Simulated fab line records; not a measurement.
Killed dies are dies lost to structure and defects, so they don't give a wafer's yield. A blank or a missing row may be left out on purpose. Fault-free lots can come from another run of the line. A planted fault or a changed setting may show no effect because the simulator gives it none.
fab line records + flow nandHarc
record:
- lots: 6
- wafers: 18
- lastDay: 25
route steps=1159 shown A_M1@1056 A_BONDPAD@1059 END@1159
lots that met no fault: from a run of the same line without faults
startH: the number of hours between the record's first day and the start of the first shown wafer of the lot + waitH: hours since the lot's step before + " the same as in the row above + L1.1+2: a row that stands for several wafers + - no value, or no start given + * or withheld: withheld + < > ~ a bound
route shown NAME@n: a module of which the file shows steps, and the number in the route of the first + usual: the fault-free wafers' mean and standard deviation + same: alike in all rows + chamber/n: place in a boat + sites: the reading at each site + _std_site: standard deviation across them + _edge_site: inner sites' mean taken away from outer sites' mean + radiusMm: for every site, how far away it sits from the centre of the wafer + mask NAME#n: copy n + behind: the last tool/chamber to shape the wafer + hold: what put the lot on hold/how long, in hours/how the hold closed + device: the transistor (n, p or np) that didn't switch + end of line: the route-end tests of the same wafers + for a step that has no rows: nothing shown but its recipe + killed: not the wafer's yield, but the dies lost to structure and defects at the first sort + map: a wafer's dies, marking killed ones x, the rest . and places with no die _
set.NAME: the setting that was run; set.NAME@STEP: the one run at that earlier step + model.NAME: the simulator's own value behind a step, which no gauge read
a table for each step, a row for each wafer; lots at some steps of the route
services: from which hour (startH, from the record's first day; less than 0 if before it) a tool's chamber was out of use, for how many hours, and why
== steps ==
step: NHARC_A_M1_INSPECT_27
usual:
- rawDefectCount: 529/160
| lot.wafer | tool             | chamber | startH | waitH | rawDefectCount |
|-----------|------------------|---------|--------|-------|----------------|
| L834.2    | defectInspect-02 | -       | 430.49 | 0.0   | 804            |
| L834.3    | "                | -       | "      | "     | 790            |
| L834.5    | "                | -       | "      | "     | 632            |
| L840.2    | defectInspect-01 | -       | 503.78 | 0.0   | 551            |
| L840.3    | "                | -       | "      | "     | 577            |
| L840.5    | "                | -       | "      | "     | 558            |
| L847.3    | defectInspect-01 | -       | 517.92 | 0.0   | 735            |
| L847.4    | "                | -       | "      | "     | 625            |
| L847.5    | "                | -       | "      | "     | 682            |
| L844.2    | defectInspect-02 | -       | 518.39 | 0.0   | 494            |
| L844.4    | "                | -       | "      | "     | 626            |
| L844.5    | "                | -       | "      | "     | 671            |
| L851.3    | defectInspect-02 | -       | 533.66 | 0.0   | 531            |
| L851.4    | "                | -       | "      | "     | 895            |
| L851.5    | "                | -       | "      | "     | 582            |
| L852.1    | defectInspect-02 | -       | 547.39 | 0.0   | 343            |
| L852.2    | "                | -       | "      | "     | 494            |
| L852.5    | "                | -       | "      | "     | 346            |
step: NHARC_A_M1_PRE_CLEAN_32
recipe:
- timeS: 12
- tempC: 370
- rfPowerW: 300
- gas: NH3
usual:
- heaterPowerW: 598/87
- rfFwdPowerW: 292.6/0.99
| lot.wafer | tool     | chamber | startH | waitH | heaterPowerW | rfFwdPowerW |
|-----------|----------|---------|--------|-------|--------------|-------------|
| L834.2    | pecvd-03 | 1       | 430.57 | 0.1   | 720          | 293.0       |
| L834.3    | "        | 2       | "      | "     | 587          | 292.2       |
| L834.5    | "        | 2       | "      | "     | 578          | 291.5       |
| L840.2    | pecvd-03 | 1       | 503.84 | 0.1   | 650          | 292.7       |
| L840.3    | "        | 0       | "      | "     | 601          | 292.7       |
| L840.5    | "        | 2       | "      | "     | 628          | 292.0       |
| L847.3    | pecvd-04 | 2       | 518.01 | 0.1   | 711          | 291.3       |
| L847.4    | "        | 1       | "      | "     | 457          | 292.0       |
| L847.5    | "        | 2       | "      | "     | 713          | 290.8       |
| L844.2    | pecvd-04 | 2       | 518.53 | 0.1   | 704          | 291.5       |
| L844.4    | "        | 1       | "      | "     | 470          | 291.4       |
| L844.5    | "        | 2       | "      | "     | 708          | 291.9       |
| L851.3    | pecvd-04 | 1       | 533.76 | 0.1   | 485          | 293.0       |
| L851.4    | "        | 2       | "      | "     | 738          | 291.5       |
| L851.5    | "        | 0       | "      | "     | 503          | 293.1       |
| L852.2    | pecvd-01 | 1       | 547.46 | 0.1   | 535          | 290.8       |
| L852.1    | "        | 0       | "      | "     | 696          | 294.3       |
| L852.5    | "        | 2       | "      | "     | 552          | 292.3       |
step: NHARC_A_M1_DEP_33
recipe:
- targetThkA: 300
- tempC: 370
- targetThkNm: 30
- pressureTorr: 3
- flowSccm: 200
- rfW: 450
- material: SiCN
usual:
- heaterPowerW: 555/82
- rfFwdPowerW: 448.9/1.4
| lot.wafer | tool     | chamber | startH | waitH | heaterPowerW | rfFwdPowerW |
|-----------|----------|---------|--------|-------|--------------|-------------|
| L834.2    | pecvd-03 | 1       | 430.68 | 0.1   | 614          | 449.4       |
| L834.3    | "        | 2       | "      | "     | 604          | 449.7       |
| L834.5    | "        | 2       | "      | "     | 592          | 448.8       |
| L840.2    | pecvd-03 | 1       | 503.92 | 0.1   | 603          | 447.4       |
| L840.3    | "        | 0       | "      | "     | 555          | 451.5       |
| L840.5    | "        | 2       | "      | "     | 619          | 447.1       |
| L847.3    | pecvd-04 | 2       | 518.15 | 0.1   | 680          | 448.5       |
| L847.4    | "        | 1       | "      | "     | 454          | 447.3       |
| L847.5    | "        | 2       | "      | "     | 671          | 449.8       |
| L844.2    | pecvd-04 | 2       | 518.64 | 0.1   | 706          | 446.5       |
| L844.4    | "        | 1       | "      | "     | 376          | 448.9       |
| L844.5    | "        | 2       | "      | "     | 698          | 448.2       |
| L851.3    | pecvd-04 | 1       | 533.89 | 0.1   | 445          | 449.1       |
| L851.4    | "        | 2       | "      | "     | 598          | 446.3       |
| L851.5    | "        | 0       | "      | "     | 557          | 448.8       |
| L852.2    | pecvd-01 | 1       | 547.54 | 0.1   | 452          | 447.4       |
| L852.1    | "        | 0       | "      | "     | 588          | 449.9       |
| L852.5    | "        | 2       | "      | "     | 479          | 447.7       |
step: NHARC_A_BONDPAD_DEP_00
recipe:
- targetThkA: 2500
- tempC: 370
- targetThkNm: 250
- pressureTorr: 3
- flowSccm: 200
- rfW: 450
- material: SiCN
usual:
- heaterPowerW: 563/89
- rfFwdPowerW: 448.7/1.4
| lot.wafer | tool     | chamber | startH | waitH | heaterPowerW | rfFwdPowerW |
|-----------|----------|---------|--------|-------|--------------|-------------|
| L834.3    | pecvd-02 | 0       | 431.19 | -     | 690          | 446.5       |
| L834.2    | "        | 1       | "      | "     | 496          | 446.4       |
| L834.5    | "        | 1       | "      | "     | 509          | 448.7       |
| L840.2    | pecvd-03 | 0       | -      | -     | 608          | 449.5       |
| L840.3    | "        | 2       | "      | "     | 689          | 447.2       |
| L840.5    | "        | 2       | "      | "     | 567          | 447.9       |
| L847.3    | pecvd-04 | 0       | -      | -     | 518          | 449.0       |
| L847.5    | "        | 2       | "      | "     | 651          | 448.0       |
| L847.4    | "        | 1       | "      | "     | 429          | 446.8       |
| L844.2    | pecvd-03 | 2       | 519.31 | -     | 694          | 447.9       |
| L844.4    | "        | 2       | "      | "     | 681          | 447.9       |
| L844.5    | "        | 0       | "      | "     | 582          | 450.3       |
| L851.3    | pecvd-03 | 1       | 534.45 | -     | 663          | 446.9       |
| L851.4    | "        | 2       | "      | "     | 677          | 450.6       |
| L851.5    | "        | 1       | "      | "     | 672          | 447.1       |
| L852.2    | pecvd-02 | 2       | 548.10 | -     | 494          | 448.1       |
| L852.1    | "        | 1       | "      | "     | 452          | 451.8       |
| L852.5    | "        | 1       | "      | "     | 458          | 448.8       |
step: NHARC_A_BONDPAD_CMP_29
recipe:
- targetThkNm: 200
- material: SiCN
usual:
- motorCurrentA: 12.2/1
- padLifeWafers: 185/140
- retainingRingPressureFrac: 1.000/0.0048
- slurryFlowMlMin: 150.0/0.48
| lot.wafer | tool   | chamber | startH | waitH | motorCurrentA | padLifeWafers | retainingRingPressureFrac | slurryFlowMlMin |
|-----------|--------|---------|--------|-------|---------------|---------------|---------------------------|-----------------|
| L834.2    | cmp-02 | 3       | 431.59 | -     | 14.1          | 18            | 1.005                     | 149.8           |
| L834.3    | "      | 2       | "      | "     | 12.5          | 21            | 0.996                     | 150.6           |
| L834.5    | "      | 3       | "      | "     | 14.0          | -             | 1.007                     | 149.2           |
| L840.2    | cmp-03 | 0       | 504.88 | -     | 11.0          | 222           | 1.000                     | 149.7           |
| L840.3    | "      | 2       | "      | "     | 11.6          | 224           | 0.998                     | 150.5           |
| L840.5    | "      | 0       | "      | "     | 11.3          | -             | 0.996                     | 150.2           |
| L847.4    | cmp-04 | 1       | 519.29 | -     | 13.5          | 97            | 0.998                     | 149.6           |
| L847.3    | "      | 2       | "      | "     | 13.5          | 98            | 0.995                     | 150.1           |
| L847.5    | "      | 0       | "      | "     | 11.0          | -             | 0.997                     | 149.8           |
| L844.2    | cmp-04 | 0       | 519.67 | -     | 10.8          | 102           | 0.995                     | 149.4           |
| L844.4    | "      | 2       | "      | "     | 14.0          | 104           | 1.003                     | 150.8           |
| L844.5    | "      | 1       | "      | "     | 13.6          | -             | 0.991                     | 149.8           |
| L851.4    | cmp-03 | 0       | 534.77 | -     | 11.4          | 438           | 0.997                     | 150.4           |
| L851.3    | "      | 1       | "      | "     | 11.8          | 439           | 1.004                     | 150.0           |
| L851.5    | "      | 0       | "      | "     | 11.4          | -             | 1.005                     | 149.7           |
| L852.1    | cmp-02 | 1       | 548.51 | -     | 11.7          | 120           | 0.993                     | 149.3           |
| L852.2    | "      | 3       | "      | "     | 14.8          | 122           | 0.998                     | 149.8           |
| L852.5    | "      | 2       | "      | "     | 12.2          | -             | 1.003                     | 149.5           |
step: NHARC_A_BONDPAD_THK_MEAS_30
recipe:
- thkMeasGauge: ellipsometry
usual:
- thkNm: 199.5/1.7
| lot.wafer | tool         | chamber | startH | waitH | thkNm |
|-----------|--------------|---------|--------|-------|-------|
| L834.2    | filmMetro-01 | -       | 431.85 | 0.2   | 200.0 |
| L834.3    | "            | -       | "      | "     | 200.0 |
| L834.5    | "            | -       | "      | "     | 200.4 |
| L840.2    | filmMetro-02 | -       | 505.14 | 0.2   | 197.1 |
| L840.3    | "            | -       | "      | "     | 201.0 |
| L840.5    | "            | -       | "      | "     | 197.6 |
| L847.3    | filmMetro-01 | -       | 519.52 | 0.2   | 198.3 |
| L847.4    | "            | -       | "      | "     | 199.3 |
| L847.5    | "            | -       | "      | "     | 196.2 |
| L844.2    | filmMetro-01 | -       | 519.92 | 0.2   | 197.3 |
| L844.4    | "            | -       | "      | "     | 196.5 |
| L844.5    | "            | -       | "      | "     | 199.2 |
| L851.3    | filmMetro-01 | -       | 535.02 | 0.2   | 198.5 |
| L851.4    | "            | -       | "      | "     | 198.4 |
| L851.5    | "            | -       | "      | "     | 201.9 |
| L852.1    | filmMetro-01 | -       | 548.76 | 0.2   | 202.4 |
| L852.2    | "            | -       | "      | "     | 201.2 |
| L852.5    | "            | -       | "      | "     | 197.6 |
step: NHARC_A_BONDPAD_SRD_31
step: NHARC_A_BONDPAD_DEHYDRATE_01
recipe:
- tempC: 150
- timeS: 120
step: NHARC_A_BONDPAD_HMDS_02
recipe:
- timeS: 30
step: NHARC_A_BONDPAD_COAT_33
recipe:
- tempC: 200
- timeS: 65
step: NHARC_A_BONDPAD_COAT_03
recipe:
- spinRpm: 2000
- resistThkNm: 600
step: NHARC_A_BONDPAD_SOFTBAKE_04
recipe:
- tempC: 125
- timeS: 70
usual:
- heaterPowerTotalW: 200.6/1.3
| lot.wafer | tool          | chamber | startH | waitH | heaterPowerTotalW |
|-----------|---------------|---------|--------|-------|-------------------|
| L834.2    | lithoTrack-03 | 0       | 431    | -     | 199.7             |
| L834.3    | "             | 0       | "      | "     | 201.1             |
| L834.5    | "             | 0       | "      | "     | 202.7             |
| L840.2    | lithoTrack-03 | 0       | 505    | -     | 200.5             |
| L840.3    | "             | 0       | "      | "     | 202.1             |
| L840.5    | "             | 0       | "      | "     | 199.5             |
| L847.3    | lithoTrack-03 | 0       | 519    | -     | 226.0             |
| L847.4    | "             | 0       | "      | "     | 226.5             |
| L847.5    | "             | 0       | "      | "     | 223.4             |
| L844.2    | lithoTrack-03 | 0       | 520    | -     | 226.2             |
| L844.4    | "             | 0       | "      | "     | 226.7             |
| L844.5    | "             | 0       | "      | "     | 225.4             |
| L851.3    | lithoTrack-05 | 0       | 535    | -     | 199.3             |
| L851.4    | "             | 0       | "      | "     | 199.7             |
| L851.5    | "             | 0       | "      | "     | 199.4             |
| L852.1    | lithoTrack-05 | 0       | 548    | -     | 200.0             |
| L852.2    | "             | 0       | "      | "     | 201.4             |
| L852.5    | "             | 0       | "      | "     | 202.5             |
step: NHARC_A_BONDPAD_EBR_05
step: NHARC_END_SORT_01
recipe:
- tempC: 25
usual:
- defectLimitedYield: 95.5/1.4
- killedAtArray: 26/9.1
- killedAtOther: 0.7/0.9
- killedAtPeriphery: 3.6/2.8
- killedDies: 30/9.2
- killedOpen: 3.0/1.9
- killedShort: 2.0/1.4
- sort_bin_2_pct: 1.4/0.6
- sort_bin_3_pct: 0.23/0.17
- sort_bin_4_pct: 2.8/0.92
- sortNPass: 647/9.2
- sortRimYieldPct: 95.9/2.1
- sortYieldPct: 95.5/1.4
same:
- grossDies: 677
- sort_bin_5_pct[%]: 0
- sort_bin_6_pct[%]: 0
- sort_bin_7_pct[%]: 0
- sort_bin_8_pct[%]: 0
- sortRimNGross: 106.00
| lot.wafer | tool      | chamber | startH | waitH | defectLimitedYield[%] | killedAtArray | killedAtOther | killedAtPeriphery | killedDies | killedOpen | killedShort | sort_bin_2_pct[%] | sort_bin_3_pct[%] | sort_bin_4_pct[%] | sortNPass | sortRimYieldPct[%] | sortYieldPct[%] |
|-----------|-----------|---------|--------|-------|-----------------------|---------------|---------------|-------------------|------------|------------|-------------|-------------------|-------------------|-------------------|-----------|--------------------|-----------------|
| L834.2    | prober-02 | 0       | 463.92 | 2.8   | 97.0                  | 15            | 1             | 4                 | 20         | 5          | 2           | 0.7               | 0                 | 2.2               | 657       | 98.1               | 97.0            |
| L834.3    | prober-02 | 0       | 464.72 | 3.1   | 94.8                  | 28            | 0             | 7                 | 35         | 12         | 3           | 1.3               | 0.44              | 3.4               | 642       | 95.3               | 94.8            |
| L834.5    | prober-02 | 0       | 466.33 | 3.7   | 96.9                  | 20            | 0             | 1                 | 21         | 2          | 3           | 0.6               | 0.15              | 2.4               | 656       | 95.3               | 96.9            |
| L844.2    | prober-01 | 0       | 562.55 | 2.8   | 95.0                  | 27            | 2             | 5                 | 34         | 3          | 2           | 1.8               | 0.44              | 2.8               | 643       | 94.3               | 95.0            |
| L844.4    | prober-01 | 0       | 564.17 | 3.4   | 93.9                  | 34            | 0             | 7                 | 41         | 6          | 3           | 1.6               | 0.30              | 4.1               | 636       | 98.1               | 93.9            |
| L844.5    | prober-01 | 0       | 564.98 | 3.7   | 95.4                  | 23            | 1             | 7                 | 31         | 6          | 3           | 1.5               | 0                 | 3.1               | 646       | 96.2               | 95.4            |
killed by level:class
L834.2 A_CHANNEL_HOLE_D1:chamberFilmFlake=4 A_STAIRCASE:chamberFilmFlake=3 P_STI:chamberFilmFlake=2 P_CONTACT:geometricParticle:open=1 P_M0:geometricParticle:short=1 A_ONON_D1:geometricParticle:open=1 A_SLIT:geometricParticle:open=1 A_WL_FILL:geometricParticle:open=1
L834.3 A_STAIRCASE:chamberFilmFlake=8 A_CHANNEL_HOLE_D1:chamberFilmFlake=5 A_CONTACT:geometricParticle:open=4 P_M0:geometricParticle:open=3 A_M0:geometricParticle:open=3 A_CHANNEL_FILL_D1:chamberFilmFlake=3 A_CONTACT:chamberFilmFlake=2 P_CONTACT:geometricParticle:open=1
L834.5 A_STAIRCASE:chamberFilmFlake=5 A_CHANNEL_HOLE_D1:chamberFilmFlake=4 A_M0:geometricParticle:short=2 A_CHANNEL_FILL_D1:chamberFilmFlake=2 A_CONTACT:chamberFilmFlake=2 A_WL_FILL:geometricParticle:open=1 A_CONTACT:geometricParticle:open=1 A_CONTACT:geometricParticle:short=1
L844.2 A_CHANNEL_HOLE_D1:chamberFilmFlake=16 A_CONTACT:chamberFilmFlake=5 P_M1:chamberFilmFlake=3 P_CONTACT:geometricParticle:open=1 A_STAIRCASE:geometricParticle:open=1 A_WL_FILL:geometricParticle:open=1 A_M0:geometricParticle:short=1 STARTING-WAFER:geometricParticle:short=1
L844.4 A_CHANNEL_HOLE_D1:chamberFilmFlake=18 A_CONTACT:chamberFilmFlake=8 P_GATE:geometricParticle:short=2 P_CONTACT:geometricParticle:open=2 P_BONDPAD:chamberFilmFlake=2 A_SGD_CUT:geometricParticle:short=1 A_SGD_CUT:geometricParticle:open=1 A_CONTACT:geometricParticle:open=1
L844.5 A_CHANNEL_HOLE_D1:chamberFilmFlake=14 P_BONDPAD:chamberFilmFlake=4 A_CONTACT:chamberFilmFlake=3 P_M0:geometricParticle:open=2 A_ONON_D1:geometricParticle:open=2 P_M0:geometricParticle:short=1 A_SGD_CUT:geometricParticle:short=1 A_CONTACT:geometricParticle:open=1
== services ==
| tool          | chamber | startH | hours | kind      |
|---------------|---------|--------|-------|-----------|
| cmp-02        | -       | 406.88 | 3.1   | repair    |
| pecvd-01      | -       | 411.29 | 0.9   | repair    |
| lithoTrack-05 | -       | 412.00 | 7.0   | pm        |
| pecvd-01      | -       | 418.26 | 13.0  | pm        |
| pecvd-01      | 0       | 418.26 | 13.0  | ventCycle |
| pecvd-01      | 1       | 418.26 | 13.0  | ventCycle |
| pecvd-01      | 2       | 418.26 | 13.0  | ventCycle |
| cmp-02        | -       | 422.62 | 4.0   | pm        |
| cmp-04        | -       | 429.58 | 3.0   | repair    |
| cmp-03        | -       | 456.86 | 4.0   | pm        |
| pecvd-03      | -       | 473.05 | 13.0  | pm        |
| pecvd-03      | 0       | 473.05 | 13.0  | ventCycle |
| pecvd-03      | 1       | 473.05 | 13.0  | ventCycle |
| pecvd-03      | 2       | 473.05 | 13.0  | ventCycle |
| pecvd-01      | 2       | 477.28 | 21.3  | repair    |
| cmp-02        | -       | 477.28 | 0.7   | repair    |
| pecvd-03      | 0       | 486.05 | -     | clean     |
| pecvd-03      | 1       | 486.05 | -     | clean     |
| pecvd-03      | 2       | 486.05 | -     | clean     |
| cmp-04        | -       | 488.58 | 1.1   | repair    |
| cmp-04        | -       | 499.06 | 4.0   | pm        |
| cmp-04        | -       | 505.28 | 1.6   | repair    |
| pecvd-02      | -       | 515.51 | 13.0  | pm        |
| cmp-02        | -       | 520.62 | 4.0   | pm        |
== key ==
firstSign:
- step: NHARC_A_BONDPAD_SOFTBAKE_04
- reading: heaterPowerTotalW
- direction: up
- sigmas: 20
- usual: *
- struck: *
effect none on later readings
metAt NHARC_A_BONDPAD_SOFTBAKE_04
struckWafers L844.2,L844.4,L844.5,L847.3,L847.4,L847.5
fault:
- kind: processParameterDrift
- tool: lithoTrack-03
- chamber: -
- onsetH: 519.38
- steps: NHARC_A_BONDPAD_SOFTBAKE_04
- channel: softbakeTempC
- offset: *
- shape: step
- endH: 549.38
- actsIn: *
- stated: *
